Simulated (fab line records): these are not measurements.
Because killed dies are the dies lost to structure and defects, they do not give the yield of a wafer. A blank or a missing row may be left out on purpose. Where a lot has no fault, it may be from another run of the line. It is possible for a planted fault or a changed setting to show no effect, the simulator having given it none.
Shared-tool check	flow nand-harc	12 lots, 42 wafers sampled

## THE REASON FOR OPENING IT
Flagged at NHARC_A_SIN_REMOVE_INSPECT_04: reading raw-defect-count, on 2 of 12 lots. Wafers without a fault read 305, standard deviation 86.
Rule: a lot is flagged when every wafer of it that has a number lies more than 4 standard deviations from that mean, or none has a number. As for the other lots, they are considered sound.

lot	measured	on	raw-defect-count, wafer by wafer	flag
L949	day 15 01:19	defect-inspect-02	202 182 224	
L953	day 15 06:15	defect-inspect-02	278 483 409	
L950	day 15 06:16	defect-inspect-01	225 198 196	
L952	day 15 11:14	defect-inspect-02	221 285 333	
L955	day 16 09:56	defect-inspect-02	4796 4776 4749 4786 4785 4682	FLAGGED
L957	day 16 22:19	defect-inspect-02	4542 4509 4515 4555 4482 4498	FLAGGED
L958	day 17 11:28	defect-inspect-01	306 447 369	
L968	day 19 09:16	defect-inspect-02	261 197 252	
L966	day 19 09:16	defect-inspect-02	250 356 246	
L970	day 19 09:18	defect-inspect-02	275 219 200	
L967	day 19 12:35	defect-inspect-02	459 430 340	
L971	day 20 05:08	defect-inspect-01	342 275 250	
The mean of the flagged lots' numbers is 4640, +4335 from the usual (+50 standard deviations).

## LOT BY LOT: THE TOOL USED
The record holds 3 process steps before the reading, out of a route of 1159 steps. Cell contents, in order: the tool; ch with the chambers the sampled wafers went through; the start.
lot	flag	NHARC_A_SGD_CUT_ETCH_16	NHARC_A_SGD_CUT_STRIP_28	NHARC_A_SLIT_DEP_00
L949		rie-diel-09 ch 0,2,3, day 14 12:28 or earlier	rie-diel-09 ch 0,1,3, day 14 12:28 or earlier	acl-dep-03 ch 0, day 14 12:28
L953		rie-diel-02 ch 0,2,3, day 14 16:37 or earlier	rie-diel-09 ch 0,1,2, day 14 16:37 or earlier	acl-dep-02 ch 0, day 14 16:37
L950		rie-diel-10 ch 0,2,3, day 14 17:50 or earlier	rie-diel-10 ch 0,2,3, day 14 17:50 or earlier	acl-dep-03 ch 0, day 14 17:50
L952		rie-diel-10 ch 1,2,3, day 14 21:11 or earlier	rie-diel-09 ch 1,3, day 14 21:11 or earlier	acl-dep-01 ch 0, day 14 21:11
L955	FLAGGED	rie-diel-10 ch 1,2,3, day 15 19:57 or earlier	rie-diel-09 ch 1,2,3, day 15 19:57 or earlier	acl-dep-03, day 15 19:57
L957	FLAGGED	rie-diel-02 ch 1,3, day 16 08:32 or earlier	rie-diel-09 ch 0,3, day 16 08:32 or earlier	acl-dep-02, day 16 08:32
L958		rie-diel-02 ch 1,2,3, day 16 19:17 or earlier	rie-diel-10 ch 0,1,3, day 16 19:17 or earlier	acl-dep-01 ch 0, day 16 19:17
L968		rie-diel-09 ch 0,2,3, day 18 17:01 or earlier	rie-diel-02 ch 0,2,3, day 18 17:01	acl-dep-02 ch 0, day 18 19:19
L966		rie-diel-09 ch 0,1, day 18 17:04 or earlier	rie-diel-02 ch 0,2,3, day 18 17:04	acl-dep-03 ch 0, day 18 19:57
L970		rie-diel-10 ch 1,2,3, day 18 19:49 or earlier	rie-diel-09 ch 1,3, day 18 19:49 or earlier	acl-dep-01 ch 0, day 18 19:49
L967		rie-diel-02 ch 0,2,3, day 18 21:47 or earlier	rie-diel-09 ch 0,1,2, day 18 21:47 or earlier	acl-dep-01 ch 0, day 18 21:47
L971		rie-diel-10 ch 0,1,3, day 19 15:36 or earlier	rie-diel-10 ch 0,3, day 19 15:36 or earlier	acl-dep-02 ch 0, day 19 15:36
What the steps here do:
- NHARC_A_SGD_CUT_ETCH_16: etches the open film in C4F8/O2/Ar, target depth 310.5 nm, time 155.2 s.
- NHARC_A_SGD_CUT_STRIP_28: strips in O2, time 20 s.
- NHARC_A_SLIT_DEP_00: deposits aC, target thk 3200 nm.
- NHARC_A_SIN_REMOVE_INSPECT_04

## FLAGGED OVER TOTAL, TOOL BY TOOL (the gauges that took the reading come last)
step	tool	lots run	flagged	share of the flagged lots	sound lots run after its first flagged lot
NHARC_A_SGD_CUT_ETCH_16	rie-diel-02	4	1	some	2 (L958,L967)
NHARC_A_SGD_CUT_ETCH_16	rie-diel-09	3	0	none	-
NHARC_A_SGD_CUT_ETCH_16	rie-diel-10	5	1	some	2 (L970,L971)
NHARC_A_SGD_CUT_STRIP_28	rie-diel-02	2	0	none	-
NHARC_A_SGD_CUT_STRIP_28	rie-diel-09	7	2	all	2 (L970,L967)
NHARC_A_SGD_CUT_STRIP_28	rie-diel-10	3	0	none	-
NHARC_A_SLIT_DEP_00	acl-dep-01	4	0	none	-
NHARC_A_SLIT_DEP_00	acl-dep-02	4	1	some	2 (L968,L971)
NHARC_A_SLIT_DEP_00	acl-dep-03	4	1	some	1 (L966)
NHARC_A_SIN_REMOVE_INSPECT_04	defect-inspect-01	3	0	none	-
NHARC_A_SIN_REMOVE_INSPECT_04	defect-inspect-02	9	2	all	4 (L968,L966,L970,L967)
With no start given for some of its lots, NHARC_A_SGD_CUT_ETCH_16 uses the hours and lot order of NHARC_A_SLIT_DEP_00. With no start given for some of its lots, NHARC_A_SGD_CUT_STRIP_28 uses the hours and lot order of NHARC_A_SLIT_DEP_00.

## WHAT IS ALLOWED BY THE TABLE
Rows of the table that ran all the flagged lots, 2 in number: rie-diel-09 at NHARC_A_SGD_CUT_STRIP_28; defect-inspect-02 at NHARC_A_SIN_REMOVE_INSPECT_04.
- rie-diel-09 at NHARC_A_SGD_CUT_STRIP_28 ran 7 lots, 2 of them flagged. Sound lots followed the first flagged one (L970, L967) on it, something a lasting fault affecting the whole tool could not allow.
- defect-inspect-02 at NHARC_A_SIN_REMOVE_INSPECT_04 ran 9 lots, 2 of them flagged. Sound lots followed the first flagged one (L968, L966, L970, L967) on it, something a lasting fault affecting the whole tool could not allow.
Every row of the table either missed a flagged lot or ran a sound lot after the first.

## WHAT THE SIMULATOR HAD PUT IN
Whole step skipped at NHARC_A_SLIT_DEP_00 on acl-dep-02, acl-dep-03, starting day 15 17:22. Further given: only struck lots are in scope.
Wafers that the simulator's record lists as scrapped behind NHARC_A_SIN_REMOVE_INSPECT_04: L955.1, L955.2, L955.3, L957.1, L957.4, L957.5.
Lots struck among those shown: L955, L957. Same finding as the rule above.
